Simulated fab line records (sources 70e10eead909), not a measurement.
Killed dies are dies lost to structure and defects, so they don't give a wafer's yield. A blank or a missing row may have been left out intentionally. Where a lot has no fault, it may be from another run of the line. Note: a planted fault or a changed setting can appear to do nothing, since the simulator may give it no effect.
fab line records -- flow nandHarc
record: lots: 12, wafers: 34, lastDay: 33
route steps=1302 shown A_M0@1161 A_M1@1187 END@1302
lots that met no fault: taken from a fault-free run of the same line
startH: hours from the record's first day to the start of the lot's first wafer shown -- waitH: hours since the lot's step before -- " the same as in the row above -- L1.1+2: several wafers, shown together as one row -- - no value present, or no start provided -- * or withheld: withheld -- < > ~ a bound
route shown NAME@n: names a module that has steps shown in the file, with the first one's number in the route -- usual: mean/standard deviation of fault-free wafers -- same: alike in all rows -- chamber/n: place in a boat -- sites: the reading at each site -- _std_site: standard deviation of those values -- _edge_site: mean of outer sites minus mean of inner sites -- radiusMm: for every site, how far away it sits from the centre of the wafer -- mask NAME#n: copy n -- behind: tool/chamber where the wafer was last shaped -- hold: the reason the lot was held/the length of the hold in hours/how it ended -- device: which transistor (n, p or np) failed to switch -- end of line: the same wafers' tests at the end of the route -- step lacking rows: just its recipe -- killed: dies lost to structure and defects at the first sort, not the wafer's yield -- map: the dies of a wafer, with x for killed, . for not killed, _ for no die there
set.NAME: the setting as run; set.NAME@STEP: as run at that earlier step -- model.NAME: the simulator's own value behind a step, which no gauge read
steps of the route over a sample of lots; a table a step, a row a wafer
services: the hour from which a tool's chamber was out of use, counted from the record's first day as startH (under 0 if before that day), plus the number of hours and why
== steps ==
step: NHARC_A_M0_ANNEAL_30
recipe: tempC: 225, timeS: 90
usual: annealTempC: 225.02/0.18, wafer_temp_C_max: 225.97/0.28
lot.wafer,tool,chamber,startH,waitH,annealTempC,wafer_temp_C_max
L910.1,rtpAnneal-02,0,541.71,0.3,224.88,225.68
L910.5,rtpAnneal-02,0,541.71,0.3,225.08,226.04
L910.6,rtpAnneal-02,0,541.71,0.3,224.77,225.62
L912.1,rtpAnneal-01,0,550.26,-,225.30,225.97
L912.4,rtpAnneal-01,0,550.26,-,225.11,226.48
L912.6,rtpAnneal-01,0,550.26,-,224.87,225.96
L911.3,rtpAnneal-02,0,555.88,0.3,225.27,225.73
L911.5,rtpAnneal-02,0,555.88,0.3,224.97,225.93
L911.6,rtpAnneal-02,0,555.88,0.3,225.30,225.80
L913.1,rtpAnneal-02,0,563.86,-,224.70,225.80
L913.4,rtpAnneal-02,0,563.86,-,224.87,226.13
L913.5,rtpAnneal-02,0,563.86,-,224.90,225.82
L916.3,rtpAnneal-01,0,609.52,-,224.90,226.19
L916.4,rtpAnneal-01,0,609.52,-,224.85,225.99
L916.6,rtpAnneal-01,0,609.52,-,224.89,226.43
L918.1,rtpAnneal-02,0,613.69,-,225.47,225.67
L918.2,rtpAnneal-02,0,613.69,-,225.16,225.62
L918.5,rtpAnneal-02,0,613.69,-,225.30,225.55
L919.2,rtpAnneal-01,0,627.28,0.3,224.94,226.31
L919.3,rtpAnneal-01,0,627.28,0.3,224.87,225.91
L919.6,rtpAnneal-01,0,627.28,0.3,224.86,225.94
L920.4,rtpAnneal-01,0,641.68,-,224.86,225.91
L920.5,rtpAnneal-01,0,641.68,-,224.78,226.11
L920.6,rtpAnneal-01,0,641.68,-,225.12,225.81
L923.4,rtpAnneal-01,0,671.59,-,224.72,226.34
L923.5,rtpAnneal-01,0,671.59,-,225.05,226.28
L926.1,rtpAnneal-01,0,677.74,0.3,224.92,226.06
L926.3,rtpAnneal-01,0,677.74,0.3,224.69,226.09
L931.3,rtpAnneal-01,0,743.81,0.3,225.06,226.35
L931.4,rtpAnneal-01,0,743.81,0.3,225.13,226.35
L931.5,rtpAnneal-01,0,743.81,0.3,225.61,226.39
L932.4,rtpAnneal-01,0,744.94,0.4,224.94,226.09
L932.5,rtpAnneal-01,0,744.94,0.4,224.80,226.52
L932.6,rtpAnneal-01,0,744.94,0.4,224.89,226.19
step: NHARC_A_M1_ETCH_28
recipe: targetDepthA: 300, overEtchFrac: 0.3, timeS: 72.99, ionEnergyEv: 150, cf4FlowSccm: 50, n2FlowSccm: 100, arFlowSccm: 150, rfW: 300, biasW: 100, chemistry: CF4/N2
usual: drypumpMotorCurrentA: 5.7/0.45, oesProductAu: 0.999/0.01, rfFwdPowerW: 297.3/1.3, rfVppV: 314.5/1.7, runLengthS: 94.3/0.4, showerheadPlenumPTorr: 2.64/0.093, throttleValvePct: 19.794/0.0091
lot.wafer,tool,chamber,startH,waitH,drypumpMotorCurrentA,oesProductAu,rfFwdPowerW,rfHoursCounterH,rfVppV,runLengthS,showerheadPlenumPTorr,throttleValvePct
L910.1,rieDiel-04,3,544.64,-,5.8,1.001,297.1,0.7,317.3,94.7,2.76,19.806
L910.5,rieDiel-04,0,544.64,-,6.5,0.996,298.3,-,314.9,93.9,2.74,19.799
L910.6,rieDiel-04,1,544.64,-,5.7,0.983,296.6,-,316.3,93.7,2.76,19.798
L912.4,rieDiel-09,0,553.28,-,5.5,1.002,296.9,2.6,316.7,94.4,2.70,19.808
L912.1,rieDiel-09,2,553.28,-,5.7,0.987,296.2,3.8,314.9,94.2,2.54,19.807
L912.6,rieDiel-09,0,553.28,-,5.5,1.002,296.8,-,316.8,94.5,2.70,19.814
L911.3,rieDiel-09,0,558.65,-,5.5,1.005,295.8,2.7,316.2,94.6,2.70,19.785
L911.6,rieDiel-09,0,558.65,-,5.5,1.001,295.2,-,316.4,94.5,2.70,19.799
L911.5,rieDiel-09,1,558.65,-,5.8,0.998,299.0,-,310.7,95.0,2.50,19.804
L913.1,rieDiel-09,0,566.75,-,5.4,0.994,297.1,2.8,315.0,94.7,2.70,19.787
L913.4,rieDiel-09,1,566.75,-,5.8,1.001,298.5,2.8,312.6,94.5,2.50,19.797
L913.5,rieDiel-09,0,566.75,-,5.5,0.990,297.1,-,314.7,94.3,2.70,19.780
L916.3,rieDiel-09,3,612.42,-,5.0,1.004,295.3,6.6,313.1,94.8,2.60,19.785
L916.4,rieDiel-09,2,612.42,-,5.7,0.982,298.7,7.4,314.0,94.1,2.54,19.801
L916.6,rieDiel-09,0,612.42,-,5.5,1.000,298.9,-,316.3,95.1,2.70,19.793
L918.1,rieDiel-12,0,616.70,-,6.3,0.993,297.6,3.9,311.9,94.6,2.49,19.771
L918.2,rieDiel-12,1,616.70,-,5.1,1.010,298.6,4.3,315.2,94.1,2.70,19.781
L918.5,rieDiel-12,0,616.70,-,6.3,0.993,297.2,-,311.7,94.6,2.49,19.783
L919.2,rieDiel-04,0,630.29,-,6.5,0.972,297.2,4.7,316.3,94.2,2.74,19.796
L919.3,rieDiel-04,3,630.29,-,5.8,1.005,295.4,5.5,314.8,94.7,2.76,19.799
L919.6,rieDiel-04,0,630.29,-,6.5,0.970,297.7,-,314.4,93.8,2.74,19.794
L920.4,rieDiel-09,0,644.83,-,5.5,0.995,296.3,6.7,312.8,94.7,2.70,19.783
L920.5,rieDiel-09,1,644.83,-,5.7,1.009,297.9,-,311.1,94.7,2.50,19.801
L920.6,rieDiel-09,2,644.83,-,5.7,1.003,299.1,-,313.7,94.0,2.54,19.788
L923.4,rieDiel-04,1,674.48,-,5.7,0.997,-,5.2,318.3,76.0,2.76,19.772
L923.5,rieDiel-04,1,674.48,-,5.7,0.992,296.8,-,314.7,93.7,2.76,19.790
L926.1,rieDiel-04,1,680.66,-,5.8,0.996,-,6.6,314.7,76.0,2.76,19.789
L926.3,rieDiel-04,3,680.66,-,5.8,1.001,295.8,9.0,315.9,93.9,2.76,19.797
L931.4,rieDiel-09,1,746.59,-,5.8,1.012,298.3,5.0,312.8,94.7,2.50,19.787
L931.3,rieDiel-09,3,746.59,-,5.1,0.995,295.6,2.6,313.9,94.2,2.60,19.810
L931.5,rieDiel-09,1,746.59,-,5.8,1.007,297.2,-,313.0,95.3,2.50,19.809
L932.4,rieDiel-09,2,747.80,-,5.7,0.994,297.7,4.2,312.8,94.2,2.54,19.783
L932.5,rieDiel-09,1,747.80,-,5.8,1.019,296.8,-,312.5,94.5,2.50,19.803
L932.6,rieDiel-09,2,747.80,-,5.7,0.995,298.4,-,312.1,93.9,2.54,19.787
step: NHARC_A_M1_DEGAS_29
recipe: tempC: 250, timeS: 60
usual: heaterPowerW: 330/34
lot.wafer,tool,chamber,startH,waitH,heaterPowerW
L910.1,pvdSputter-01,-,545.03,-,311
L910.5,pvdSputter-01,-,545.03,-,298
L910.6,pvdSputter-01,-,545.03,-,332
L912.1,pvdSputter-03,-,553.67,-,327
L912.4,pvdSputter-03,-,553.67,-,396
L912.6,pvdSputter-03,-,553.67,-,349
L911.3,pvdSputter-03,-,559.05,-,328
L911.6,pvdSputter-03,-,559.05,-,322
L911.5,pvdSputter-03,-,559.05,-,341
L913.1,pvdSputter-01,-,567.14,-,323
L913.4,pvdSputter-01,-,567.14,-,298
L913.5,pvdSputter-01,-,567.14,-,337
L916.3,pvdSputter-02,-,612.82,-,325
L916.4,pvdSputter-02,-,612.82,-,251
L916.6,pvdSputter-02,-,612.82,-,327
L918.2,pvdSputter-02,-,617.11,-,309
L918.1,pvdSputter-02,-,617.11,-,248
L918.5,pvdSputter-02,-,617.11,-,404
L919.3,pvdSputter-03,-,630.69,-,334
L919.2,pvdSputter-03,-,630.69,-,319
L919.6,pvdSputter-03,-,630.69,-,337
L920.4,pvdSputter-03,-,645.21,-,320
L920.5,pvdSputter-03,-,645.21,-,334
L920.6,pvdSputter-03,-,645.21,-,352
L923.4,pvdSputter-02,-,674.93,-,326
L923.5,pvdSputter-02,-,674.93,-,310
L926.1,pvdSputter-02,-,681.07,-,246
L926.3,pvdSputter-02,-,681.07,-,409
L931.3,pvdSputter-02,-,746.99,-,334
L931.4,pvdSputter-02,-,746.99,-,312
L931.5,pvdSputter-02,-,746.99,-,329
L932.4,pvdSputter-03,-,748.22,-,362
L932.5,pvdSputter-03,-,748.22,-,314
L932.6,pvdSputter-03,-,748.22,-,326
step: NHARC_A_M1_CMP_23
recipe: tOverpolishS: 20, targetThkNm: 154.34
usual: motorCurrentA: 12.2/1.7, slurryFilterDpKPa: 13.50/0.14, slurryFlowMlMin: 150.0/0.45, timeToEndpointS: 28.4/3
lot.wafer,tool,chamber,startH,waitH,motorCurrentA,slurryFilterDpKPa,slurryFlowMlMin,timeToEndpointS
L910.1,cmp-04,0,546.15,-,11.2,13.68,150.1,33.5
L910.5,cmp-04,2,546.15,-,12.0,13.66,150.0,30.5
L910.6,cmp-04,3,546.15,-,11.6,13.62,149.3,23.4
L912.1,cmp-04,2,554.78,-,11.6,13.58,150.5,34.6
L912.4,cmp-04,3,554.78,-,12.3,13.54,150.1,28.8
L912.6,cmp-04,1,554.78,-,12.3,13.41,149.2,29.5
L911.3,cmp-01,3,560.13,-,11.4,13.49,150.3,24.0
L911.5,cmp-01,3,560.13,-,11.9,13.42,150.2,24.7
L911.6,cmp-01,0,560.13,-,11.1,13.47,150.0,29.4
L913.4,cmp-04,3,568.23,-,11.7,13.37,149.9,28.6
L913.1,cmp-04,1,568.23,-,12.5,13.36,149.4,26.9
L913.5,cmp-04,0,568.23,-,12.2,13.57,149.7,32.6
L916.3,cmp-01,2,613.95,-,10.2,13.42,150.1,25.4
L916.4,cmp-01,3,613.95,-,11.6,13.59,149.9,25.4
L916.6,cmp-01,1,613.95,-,13.2,13.61,149.4,29.1
L918.1,cmp-01,1,618.20,-,13.0,13.28,149.4,27.7
L918.2,cmp-01,3,618.20,-,11.9,13.54,150.1,27.9
L918.5,cmp-01,1,618.20,-,12.6,13.64,150.0,28.7
L919.3,cmp-03,2,631.78,-,12.6,13.34,149.7,33.3
L919.2,cmp-03,0,631.78,-,12.2,13.54,151.7,31.5
L919.6,cmp-03,2,631.78,-,13.1,13.74,150.1,30.9
L920.4,cmp-01,3,646.38,-,11.0,13.46,149.6,27.2
L920.6,cmp-01,1,646.38,-,12.5,13.66,150.5,25.5
L920.5,cmp-01,2,646.38,-,11.2,13.24,150.7,26.5
L923.4,cmp-04,2,675.99,-,11.8,13.47,149.9,25.8
L923.5,cmp-04,3,675.99,-,12.1,13.22,149.9,23.4
L926.1,cmp-01,3,682.20,-,11.1,13.39,149.5,24.3
L926.3,cmp-01,0,682.20,-,10.8,13.43,150.7,31.3
L931.3,cmp-01,2,748.11,-,10.8,13.56,150.4,26.4
L931.4,cmp-01,3,748.11,-,11.4,13.62,150.1,24.5
L931.5,cmp-01,1,748.11,-,13.1,13.56,149.2,25.7
L932.4,cmp-03,0,749.31,-,11.3,13.65,149.9,28.3
L932.5,cmp-03,3,749.31,-,17.5,13.65,149.5,31.0
L932.6,cmp-03,0,749.31,-,11.4,13.25,150.0,30.3
step: NHARC_END_SORT_01
recipe: tempC: 25
usual: defectLimitedYield: 91.9/2.9, killedAtArray: 50/20, killedAtOther: 1.2/1.5, killedAtPeriphery: 3.6/2.6, killedDies: 55/20, killedOpen: 3.4/2, killedShort: 2.7/1.6, sort_bin_2_pct: 2.9/1.3, sort_bin_3_pct: 0.6/0.38, sort_bin_4_pct: 4.6/1.6, sortNPass: 622/20, sortRimYieldPct: 93/3.8, sortYieldPct: 91.9/2.9
same: grossDies: 677, sort_bin_5_pct[%]: 0, sort_bin_6_pct[%]: 0, sort_bin_7_pct[%]: 0, sort_bin_8_pct[%]: 0, sortRimNGross: 106.00
lot.wafer,tool,chamber,startH,waitH,defectLimitedYield[%],killedAtArray,killedAtOther,killedAtPeriphery,killedDies,killedOpen,killedShort,sort_bin_2_pct[%],sort_bin_3_pct[%],sort_bin_4_pct[%],sortNPass,sortRimYieldPct[%],sortYieldPct[%]
L920.4,prober-02,0,682.43,3.4,93.9,39,0,2,41,3,3,1.8,0.7,3.5,636,92,93.9
L920.5,prober-02,0,683.22,3.7,95.7,24,2,3,29,3,2,2.1,0.4,1.8,648,91,95.7
L920.6,prober-02,0,684.01,3.9,90.4,59,3,3,65,6,4,3.0,0.9,5.8,612,95,90.4
killed by level:class
L920.4 A_CHANNEL_HOLE_D2:chamberFilmFlake=14 A_SLIT:chamberFilmFlake=10 A_CONTACT:chamberFilmFlake=6 A_CHANNEL_HOLE_D1:chamberFilmFlake=2 P_M0:geometricParticle:open=1 A_CHANNEL_HOLE_D1:geometricParticle:short=1 A_CHANNEL_FILL_D1:geometricParticle:open=1 A_ONON_D2:geometricParticle:open=1
L920.5 A_SLIT:chamberFilmFlake=8 A_CONTACT:chamberFilmFlake=7 A_CHANNEL_HOLE_D1:chamberFilmFlake=2 A_CHANNEL_HOLE_D2:chamberFilmFlake=2 P_M2:geometricParticle:short=1 A_SOURCE_PLATE:geometricParticle:open=1 A_CHANNEL_FILL_D1:geometricParticle:open=1 A_CHANNEL_FILL_D2:geometricParticle:short=1
L920.6 A_SLIT:chamberFilmFlake=27 A_CHANNEL_HOLE_D2:chamberFilmFlake=11 A_CONTACT:chamberFilmFlake=9 A_CHANNEL_HOLE_D1:chamberFilmFlake=3 THIN_TSV:chamberFilmFlake=3 P_M0:geometricParticle:open=2 A_CHANNEL_FILL_D1:geometricParticle:short=2 A_ONON_D1:geometricParticle:open=1
== services ==
tool,chamber,startH,hours,kind
cmp-04,-,520.35,4.0,pm
cmp-01,-,521.04,5.1,repair
pvdSputter-03,-,526.09,10.0,pm
rieDiel-04,-,531.90,9.0,pm
cmp-04,-,532.77,0.4,repair
rieDiel-04,-,555.64,0.2,repair
cmp-01,-,577.50,4.0,pm
rieDiel-04,-,578.71,1.6,repair
cmp-04,-,618.35,4.0,pm
rieDiel-09,1,623.95,20.0,repair
cmp-01,-,634.33,1.1,repair
pvdSputter-02,-,638.21,10.0,pm
rtpAnneal-02,-,662.00,0.5,repair
pvdSputter-03,-,672.96,2.1,repair
rieDiel-09,-,674.97,9.0,pm
cmp-01,-,675.50,4.0,pm
pvdSputter-03,-,678.46,5.5,repair
pvdSputter-02,-,693.21,11.4,repair
pvdSputter-03,-,704.09,10.0,pm
pvdSputter-02,-,716.23,5.9,repair
cmp-04,-,716.46,4.0,pm
rieDiel-09,3,731.70,13.8,repair
cmp-04,-,736.33,1.0,repair
rtpAnneal-02,-,744.00,12.0,pm
== key ==
firstSign: step: NHARC_A_M1_ETCH_28, reading: runLengthS, direction: down, sigmas: 46, usual: *, struck: *
effect none on later readings
metAt NHARC_A_M1_ETCH_28
struckLots L923,L926
struckWafers L923.4,L926.1
sortLeftOut L923.4
notActingAt NHARC_A_M0_ANNEAL_30,NHARC_A_M1_DEGAS_29,NHARC_A_M1_CMP_23
onsetBetween 630.29 674.48
fault: kind: processParameterDrift, tool: rieDiel-04, chamber: -, onsetH: 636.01, steps: NHARC_A_M1_ETCH_28, channel: timeS, offset: *, shape: step, endH: 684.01, scope: struckWafersOnly, actsIn: *, stated: *
sortLeftOut: the simulated sort isn't trusted on such a fault, so these wafers' sort isn't shown, and their yield isn't known
